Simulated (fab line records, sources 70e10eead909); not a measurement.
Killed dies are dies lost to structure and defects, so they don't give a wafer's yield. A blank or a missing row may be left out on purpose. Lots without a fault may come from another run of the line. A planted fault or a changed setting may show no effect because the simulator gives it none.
Chamber matching | flow nand_harc | NHARC_P_GATE_DEP_103 on pecvd-03: 3 sister chambers
The step deposits SiON, target thk 30 nm. 6 wafers are shown with their chamber, then 10 later ones without.

WAFERS WITH THEIR CHAMBER
wafer  | chamber | heater_power_w (W)
L088.2 | 1       | 844
L088.4 | 2       | 843
L090.1 | 1       | 818
L090.5 | 0       | 618
L093.1 | 0       | 571
L093.3 | 2       | 832

WAFERS WITHOUT THEIR CHAMBER
wafer  | heater_power_w (W)
L093.4 | 841
L094.1 | 711
L094.3 | 806
L094.6 | 796
L096.1 | 813
L096.2 | 571
L096.3 | 779
L096.4 | 774
L096.5 | 585
L096.6 | 842

WHICH CHAMBER EACH WENT THROUGH
wafer  | from the rows above          | in truth
L093.4 | can't be placed: 2 or 1      | 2
L094.1 | can't be placed: 0 or 1 or 2 | 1
L094.3 | can't be placed: 1 or 2      | 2
L094.6 | can't be placed: 1 or 2      | 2
L096.1 | can't be placed: 1 or 2      | 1
L096.2 | 0                            | 0
L096.3 | can't be placed: 1 or 2      | 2
L096.4 | can't be placed: 1 or 2      | 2
L096.5 | 0                            | 0
L096.6 | can't be placed: 2 or 1      | 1
Placed correctly: 2 of 10. Can't be placed from these rows: 8 (the true chamber is among the candidates in 8). Placed wrongly: 0.
How it was worked out, from the rows above alone: a wafer's distance from a chamber is the root of the sum, over the readings, of the square of ((its reading less the chamber's mean) divided by the reading's scatter). The wafer belongs to the nearest chamber; if the next one is less than 2 further off, it can't be placed. A chamber's mean is the mean of its shown wafers. The scatter: the root of (the sum of the squares of (reading less its chamber's mean) over the shown wafers, divided by (wafers less chambers)).
